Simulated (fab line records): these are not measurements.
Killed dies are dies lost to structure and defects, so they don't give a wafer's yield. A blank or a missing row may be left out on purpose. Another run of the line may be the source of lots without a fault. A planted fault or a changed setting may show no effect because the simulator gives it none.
Chamber matching || flow nand harc || NHARC_A_STAIRCASE_ETCH_21 on rie diel-12 has 4 sister chambers
The step etches the open film in C4F8/O2, target depth 100 nm, time 40.5 s. 15 wafers are shown with their chamber, then 7 later ones without.

## EACH WAFER AND ITS CHAMBER
{"wafer": "L515.2", "chamber": 0, "rf vpp V (V)": 895, "oes product au (a.u.)": 0.980}
{"wafer": "L515.4", "chamber": 1, "rf vpp V (V)": 900, "oes product au (a.u.)": 0.972}
{"wafer": "L515.6", "chamber": 2, "rf vpp V (V)": 895, "oes product au (a.u.)": 0.957}
{"wafer": "L516.1", "chamber": 1, "rf vpp V (V)": 900, "oes product au (a.u.)": 0.929}
{"wafer": "L516.3", "chamber": 1, "rf vpp V (V)": 900, "oes product au (a.u.)": 0.924}
{"wafer": "L516.4", "chamber": 0, "rf vpp V (V)": 896, "oes product au (a.u.)": 0.940}
{"wafer": "L521.2", "chamber": 1, "rf vpp V (V)": 900, "oes product au (a.u.)": 0.933}
{"wafer": "L521.4", "chamber": 3, "rf vpp V (V)": 893, "oes product au (a.u.)": 0.958}
{"wafer": "L521.6", "chamber": 2, "rf vpp V (V)": 894, "oes product au (a.u.)": 0.939}
{"wafer": "L522.1", "chamber": 0, "rf vpp V (V)": 895, "oes product au (a.u.)": 0.946}
{"wafer": "L522.4", "chamber": 3, "rf vpp V (V)": 894, "oes product au (a.u.)": 0.939}
{"wafer": "L522.5", "chamber": 3, "rf vpp V (V)": 891, "oes product au (a.u.)": 0.932}
{"wafer": "L524.1", "chamber": 0, "rf vpp V (V)": 895, "oes product au (a.u.)": 0.923}
{"wafer": "L524.2", "chamber": 2, "rf vpp V (V)": 893, "oes product au (a.u.)": 0.920}
{"wafer": "L524.6", "chamber": 0, "rf vpp V (V)": 895, "oes product au (a.u.)": 0.928}

SIGNATURES (averages over the wafers above)
{"reading": "rf vpp V", "chamber 0": 895.20, "chamber 1": 900.00, "chamber 2": 894.00, "chamber 3": 892.67, "scatter within a chamber": 0.824}
{"reading": "oes product au", "chamber 0": 0.94340, "chamber 1": 0.93950, "chamber 2": 0.93867, "chamber 3": 0.94300, "scatter within a chamber": 0.0202}
Rule: for a wafer and a chamber, the distance is found by dividing, reading by reading, the gap between the wafer's reading and the chamber's mean by the reading's scatter, squaring, summing and taking the root. The wafer belongs to the nearest chamber; if the next one is less than 2 further off, it can't be placed. The scatter: take each reading less its chamber's mean, square it, sum over the shown wafers, divide by the number of wafers less the number of chambers, and take the root.

## WAFERS WITHOUT THEIR CHAMBER
{"wafer": "L527.1", "rf vpp V (V)": 895, "oes product au (a.u.)": 0.945}
{"wafer": "L527.2", "rf vpp V (V)": 900, "oes product au (a.u.)": 0.960}
{"wafer": "L527.6", "rf vpp V (V)": 895, "oes product au (a.u.)": 0.948}
{"wafer": "L526.1", "rf vpp V (V)": 894, "oes product au (a.u.)": 0.930}
{"wafer": "L526.4", "rf vpp V (V)": 892, "oes product au (a.u.)": 0.935}
{"wafer": "L526.5", "rf vpp V (V)": 895, "oes product au (a.u.)": 0.935}
{"wafer": "L534.6", "rf vpp V (V)": 892, "oes product au (a.u.)": 0.981}

## CHAMBER TAKEN BY EACH
{"wafer": "L527.1", "from the rows above": "can't be placed: 0 or 2", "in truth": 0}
{"wafer": "L527.2", "from the rows above": 1, "in truth": 1}
{"wafer": "L527.6", "from the rows above": "can't be placed: 0 or 2", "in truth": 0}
{"wafer": "L526.1", "from the rows above": "can't be placed: 2 or 0 or 3", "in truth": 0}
{"wafer": "L526.4", "from the rows above": "can't be placed: 3 or 2", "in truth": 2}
{"wafer": "L526.5", "from the rows above": "can't be placed: 0 or 2", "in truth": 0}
{"wafer": "L534.6", "from the rows above": "can't be placed: 3 or 2", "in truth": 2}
Correctly placed: 1 of 7. Unplaceable from these rows: 6, with the true chamber sitting among the candidates in 6. Placed wrongly: 0.
